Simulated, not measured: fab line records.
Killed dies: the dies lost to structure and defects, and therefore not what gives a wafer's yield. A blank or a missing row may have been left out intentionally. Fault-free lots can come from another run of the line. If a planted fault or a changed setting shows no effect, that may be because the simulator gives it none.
Matching of chambers    flow n5 finfet    4 sister chambers for N5_DUMMY_GATE_ETCH_29 on rie diel-03
The step etches underlayer in N2/H2, target depth 13 nm. 4 wafers are shown with their chamber, then 8 later ones without.

== WAFERS, EACH WITH ITS CHAMBER ==
wafer   chamber  showerhead plenum p Torr (Torr)
L080.2  3        2.61
L085.6  0        2.53
L086.6  2        2.66
L087.3  1        2.44

== WAFERS WITHOUT THEIR CHAMBER ==
wafer   showerhead plenum p Torr (Torr)
L087.4  2.60
L087.6  2.53
L092.2  2.44
L092.3  2.52
L092.4  2.65
L096.1  2.59
L096.3  2.65
L096.6  2.65

== WHICH CHAMBER EACH ONE RAN IN ==
wafer   from the rows above  in truth
L087.4  3                    3
L087.6  0                    0
L092.2  1                    1
L092.3  0                    0
L092.4  2                    2
L096.1  3                    3
L096.3  2                    2
L096.6  2                    2
Correct placement for 8 of the 8. Left unplaced by these rows: 0. Number placed wrongly: 0.
How it was worked out, from the rows above alone: a wafer's distance from a chamber is the root of the sum, over the readings, of the square of ((its reading less the chamber's mean) divided by the reading's scatter). The wafer belongs to the nearest chamber; if the next one is less than 2 further off, it can't be placed. Each chamber's mean is taken over the wafers shown for it. The scatter: with one shown wafer a chamber, the root of the mean of the squares of how far each hidden wafer lies from its nearest shown one.
